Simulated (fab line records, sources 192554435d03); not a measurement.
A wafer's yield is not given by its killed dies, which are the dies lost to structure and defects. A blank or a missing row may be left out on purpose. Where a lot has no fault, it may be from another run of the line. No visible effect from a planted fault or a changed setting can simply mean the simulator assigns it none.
fab line records	flow n5-finfet
[record] lots = 11	wafers = 33	last-day = 21
route steps=1938 shown BEOL_M8@1386
lots untouched by any fault: they come from a run of this same line in which no faults occurred
start-h: the number of hours between the record's first day and the start of the first shown wafer of the lot	wait-h: how many hours have passed since the lot's step before this one	" same as the row above	L1.1+2: a row that stands for several wafers	- either no value or no given start	* or withheld: withheld	< > ~ a bound
route shown NAME@n: names a module that has steps shown in the file, with the first one's number in the route	usual: mean/standard deviation taken from wafers without a fault	same: alike in all rows	chamber/n: place in a boat	sites: the reading at each site	_std_site: standard deviation of those values	_edge_site: mean of outer sites minus mean of inner sites	radius-mm: for every site, how far away it sits from the centre of the wafer	mask NAME#n: copy n	behind: tool/chamber where the wafer was last shaped	hold: reason for holding the lot/hours on hold/outcome of the hold	device: names the non-switching transistor (n, p or np)	end of line: tests run on the same wafers once the route is complete	for a step that has no rows: nothing shown but its recipe	killed: the dies lost at the first sort to structure and to defects; this is not the yield of the wafer	map: per-die view of a wafer (x killed, . not killed, _ where there is no die)
set.NAME: the setting as run; set.NAME@STEP: as run at that earlier step	model.NAME: the simulator's own value behind a step, which no gauge read
the route's steps for a sample of lots (tables are steps, rows are wafers)
services: from which hour (start-h, from the record's first day; less than 0 if before it) a tool's chamber was out of use, for how many hours, and why
[[steps]]
[step N5_BEOL_M8_CURE_75]
[recipe] temp-c = 370	time-s = 120	ambient = DMADMS/He	material = SiCOH_lowk
[usual] lamp-power-pct = 52.32/0.057	wafer_temp_C_max = 372.1/0.89
lot.wafer	tool	chamber	start-h	wait-h	lamp-power-pct	wafer_temp_C_max
L735.1	uv-cure-01	2	267.10	0.0	52.32	372.5
L735.3	"	2	"	"	52.33	373.5
L735.6	"	2	"	"	52.24	374.0
L736.1	uv-cure-01	0	283.84	0.0	52.25	371.8
L736.4	"	0	"	"	52.27	372.6
L736.6	"	0	"	"	52.31	371.9
L737.3	uv-cure-03	2	292.09	0.1	52.29	371.3
L737.5	"	2	"	"	52.42	371.7
L737.6	"	2	"	"	52.35	370.6
L740.2	uv-cure-01	0	300.03	0.1	52.36	372.0
L740.3	"	0	"	"	52.29	371.8
L740.5	"	0	"	"	52.33	372.7
L738.2	uv-cure-02	0	315.14	0.1	52.29	371.1
L738.4	"	0	"	"	52.30	371.5
L738.6	"	0	"	"	52.30	370.9
L745.1	uv-cure-01	2	331.48	0.0	52.36	373.2
L745.2	"	2	"	"	52.28	372.4
L745.3	"	2	"	"	52.31	373.7
L751.1	uv-cure-02	2	359.19	0.0	52.25	371.9
L751.2	"	2	"	"	52.23	371.5
L751.4	"	2	"	"	52.29	372.2
L752.1	uv-cure-01	2	398.91	0.0	52.40	374.1
L752.4	"	2	"	"	52.26	373.0
L752.6	"	2	"	"	52.25	373.4
L757.1	uv-cure-02	1	408.62	0.4	52.31	371.7
L757.2	"	1	"	"	52.35	371.9
L757.4	"	1	"	"	52.33	372.4
L756.2	uv-cure-03	2	408.78	0.4	52.28	371.1
L756.3	"	2	"	"	52.35	371.6
L756.4	"	2	"	"	52.23	371.1
L755.2	uv-cure-01	2	439.27	0.1	52.37	372.8
L755.3	"	2	"	"	52.34	374.1
L755.5	"	2	"	"	52.30	372.8
[step N5_BEOL_M8_ALD_77]
[recipe] material = TaN	target-thk-a = 20	temp-c = 275	ald-precursor-family = PDMAT	ald-co-reactant = NH3	pressure-torr = 3	carrier-flow-sccm = 1500	pulse-time-s = 2	purge-time-s = 3	co-reactant-purge-time-s = 2	co-reactant-pulse-time-s = 3	ald-cycles = 40	precursor-vessel-temp-c = 75	precursor-vessel-pressure-torr = 26.25	precursor-vessel-carrier-sccm = 1000
[usual] chamber-pressure-Torr = 3.000/0.0061	heater-power-w = 412/36	purge-time-s = 3/0	susceptor-temp-C = 275.01/0.16
[same] pulse-time-s = 2
lot.wafer	tool	chamber	start-h	wait-h	chamber-pressure-Torr	heater-power-w	purge-time-s	susceptor-temp-C
L735.1	ald-metal-03	0	267.56	0.1	3.002	380	3	274.96
L735.3	"	3	"	"	2.990	437	3	275.06
L735.6	"	1	"	"	2.996	408	3	274.69
L736.1	ald-metal-03	1	284.38	0.1	3.005	412	3	275.26
L736.4	"	3	"	"	3.003	436	3	275.05
L736.6	"	0	"	"	3.001	380	3	275.26
L737.3	ald-metal-03	0	292.43	0.0	3.010	374	3	274.97
L737.5	"	1	"	"	2.996	396	3	274.85
L737.6	"	2	"	"	3.003	450	3	275.24
L740.2	ald-metal-03	1	300.51	0.0	3.004	401	3	275.14
L740.3	"	3	"	"	3.012	442	3	274.97
L740.5	"	2	"	"	3.008	440	3	275.06
L738.2	ald-metal-03	3	316.38	0.0	2.988	452	3	275.26
L738.4	"	0	"	"	2.997	392	3	274.99
L738.6	"	3	"	"	2.996	440	2.7776	-
L745.1	ald-metal-03	3	332.05	0.0	2.996	439	3	275.06
L745.2	"	2	"	"	2.999	442	3	274.99
L745.3	"	0	"	"	2.989	387	2.7776	-
L751.1	ald-metal-02	3	359.64	0.1	2.998	479	3	275.04
L751.2	"	2	"	"	2.998	352	3	274.90
L751.4	"	1	"	"	2.995	395	3	274.98
L752.1	ald-metal-01	3	399.33	0.0	3.002	377	3	275.10
L752.4	"	2	"	"	2.999	412	3	275.00
L752.6	"	1	"	"	3.005	375	3	274.85
L757.1	ald-metal-03	0	409.15	0.0	3.000	388	3	275.23
L757.2	"	1	"	"	3.008	392	3	274.90
L757.4	"	2	"	"	2.999	445	3	274.99
L756.2	ald-metal-01	1	409.29	0.1	2.994	375	3	274.72
L756.3	"	0	"	"	3.011	403	3	275.16
L756.4	"	2	"	"	3.000	408	3	275.13
L755.2	ald-metal-02	0	439.73	0.0	3.009	470	3	274.95
L755.3	"	2	"	"	2.992	355	3	274.84
L755.5	"	0	"	"	3.006	472	3	275.21
[step N5_BEOL_M8_SURFACE_TREAT_79]
[recipe] gas = Ar	time-s = *	ion-energy-ev = *	ion-current-ma-cm2 = 0.5	pressure-mtorr = *	ar-flow-sccm = 30
[usual] throttle-valve-pct = *
lot.wafer	tool	chamber	start-h	wait-h	throttle-valve-pct
L735.1	pvd-sputter-01	-	267.85	0.2	*
L735.3	"	-	"	"	*
L735.6	"	-	"	"	*
L736.1	pvd-sputter-02	-	286.32	1.8	*
L736.4	"	-	"	"	*
L736.6	"	-	"	"	*
L737.3	pvd-sputter-02	-	292.74	0.2	*
L737.5	"	-	"	"	*
L737.6	"	-	"	"	*
L740.2	pvd-sputter-01	-	300.80	0.2	*
L740.3	"	-	"	"	*
L740.5	"	-	"	"	*
L738.2	pvd-sputter-03	-	316.79	0.3	*
L738.4	"	-	"	"	*
L738.6	"	-	"	"	*
L745.1	pvd-sputter-01	-	332.38	0.2	*
L745.2	"	-	"	"	*
L745.3	"	-	"	"	*
L751.1	pvd-sputter-01	-	361.85	2.1	*
L751.2	"	-	"	"	*
L751.4	"	-	"	"	*
L752.1	pvd-sputter-02	-	399.62	0.2	*
L752.4	"	-	"	"	*
L752.6	"	-	"	"	*
L757.1	pvd-sputter-03	-	409.67	0.4	*
L757.2	"	-	"	"	*
L757.4	"	-	"	"	*
L756.2	pvd-sputter-01	-	409.70	0.3	*
L756.3	"	-	"	"	*
L756.4	"	-	"	"	*
L755.2	pvd-sputter-03	-	440.02	0.2	*
L755.3	"	-	"	"	*
L755.5	"	-	"	"	*
[step N5_BEOL_M8_CMP_52]
[recipe] stop-on = SiCOH_lowk	t-overpolish-s = 6.9	down-force-psi = 1	platen-rpm = 50	clearing-platen-down-force-psi = 1.5	clearing-platen-rpm = 50	post-cmp-clean = cu-alkaline	target-thk-nm = 80	clearing-platen-pad-velocity-m-s = 0.99484	pad-velocity-m-s = 0.99484
[usual] barrier-field-endpoint-s = 29.1/0.97	motor-current-A = 6.1/0.51	overpolish-run-s = 6.901/0.009	pad-life-wafers = 1056/550	slurry-filter-dp-kPa = 13.51/0.14	time-to-endpoint-s = 63/4.9
lot.wafer	tool	chamber	start-h	wait-h	barrier-field-endpoint-s	motor-current-A	overpolish-run-s	pad-life-wafers	slurry-filter-dp-kPa	time-to-endpoint-s
L735.1	cmp-01	1	269.99	0.3	27.9	6.6	6.882	1218	13.45	57
L735.3	"	3	"	"	29.8	7.4	6.903	1220	13.48	61
L735.6	"	1	"	"	29.0	6.9	6.921	-	13.69	57
L736.4	cmp-04	3	287.24	0.2	30.8	5.7	6.899	553	13.50	66
L736.1	"	0	"	"	29.8	6.2	6.897	554	13.41	67
L736.6	"	2	"	"	29.9	6.0	6.911	-	13.17	62
L737.3	cmp-04	3	293.72	0.3	29.6	6.4	6.914	595	13.64	62
L737.5	"	2	"	"	29.2	6.2	6.914	-	13.52	61
L737.6	"	3	"	"	29.9	5.9	6.917	-	13.45	64
L740.2	cmp-03	0	303.11	0.2	28.9	5.8	6.883	180	13.60	70
L740.3	"	3	"	"	30.1	6.1	6.894	183	13.54	70
L740.5	"	0	"	"	30.2	5.7	6.890	-	13.50	70
L738.4	cmp-03	0	317.52	0.1	30.2	5.9	6.899	300	13.45	65
L738.2	"	2	"	"	30.9	5.2	6.905	302	13.59	67
L738.6	"	1	"	"	30.6	5.4	6.900	-	13.50	67
L745.1	cmp-01	2	333.13	0.3	28.9	5.0	6.893	1746	13.50	65
L745.2	"	3	"	"	29.2	7.1	6.902	1747	13.42	64
L745.3	"	0	"	"	29.6	5.8	6.900	1748	13.42	67
L751.1	cmp-01	2	364.03	0.3	29.4	5.4	6.893	1938	13.65	67
L751.4	"	3	"	"	29.4	7.1	6.913	1939	13.58	66
L751.2	"	0	"	"	28.9	6.3	6.901	1940	13.57	64
L752.1	cmp-04	0	400.40	0.3	30.5	6.0	6.900	1472	13.77	71
L752.4	"	1	"	"	28.7	5.9	6.896	1473	13.45	59
L752.6	"	2	"	"	29.8	5.7	6.890	-	13.29	66
L756.3	cmp-04	2	410.66	0.2	28.9	6.0	6.892	1560	13.28	63
L756.2	"	3	"	"	29.6	6.4	6.906	1561	13.41	63
L756.4	"	0	"	"	30.6	6.4	6.892	1562	13.38	68
L757.2	cmp-03	1	410.90	0.2	28.4	5.6	6.898	1045	13.58	66
L757.4	"	2	"	"	30.5	4.9	6.889	1046	13.69	69
L757.1	"	3	"	"	29.9	6.1	6.898	1047	13.51	66
L755.3	cmp-01	2	440.83	0.2	29.7	5.0	6.910	379	13.52	63
L755.2	"	3	"	"	29.3	6.8	6.895	380	13.50	63
L755.5	"	2	"	"	30.7	5.3	6.899	-	13.77	65
[[services]]
tool	chamber	start-h	hours	kind
cmp-01	-	251.22	4.1	repair
ald-metal-03	0	256.02	6.5	repair
uv-cure-02	-	275.96	1.0	pm
cmp-03	-	278.64	4.0	pm
cmp-04	-	283.36	2.0	repair
cmp-01	-	286.09	2.0	repair
ald-metal-01	0	297.04	3.2	repair
ald-metal-03	2	304.12	26.3	repair
cmp-04	-	309.70	0.3	repair
ald-metal-03	1	328.56	3.3	repair
uv-cure-01	-	347.44	2.0	repair
cmp-01	-	351.23	0.9	repair
cmp-03	-	353.81	6.1	pm
cmp-01	-	385.15	1.7	repair
cmp-01	-	392.53	4.0	pm
uv-cure-02	-	412.22	7.5	pm
cmp-04	-	412.24	1.4	repair
ald-metal-03	2	414.51	3.9	repair
pvd-sputter-03	-	423.06	8.9	repair
cmp-01	-	423.18	0.5	repair
cmp-04	-	423.55	1.4	repair
cmp-03	-	427.87	0.4	repair
cmp-04	-	432.73	0.3	repair
uv-cure-02	-	433.65	2.2	repair
[[key]]
[first-sign] step = N5_BEOL_M8_ALD_77	reading = purge-time-s	direction = down	sigmas = 99+	usual = *	struck = *
effect none on later readings
met-at N5_BEOL_M8_ALD_77
struck-lots L738,L745
struck-wafers L738.6,L745.3
not-acting-at N5_BEOL_M8_CURE_75,N5_BEOL_M8_SURFACE_TREAT_79,N5_BEOL_M8_CMP_52
onset-between 300.51 316.38
[fault] kind = process-parameter-drift	tool = ald-metal-03	chamber = -	onset-h = 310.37	steps = N5_BEOL_M8_ALD_77	channel = purge-time-s	offset = *	shape = step	end-h = 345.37	scope = struck-wafers-only	acts-in = *	stated = *
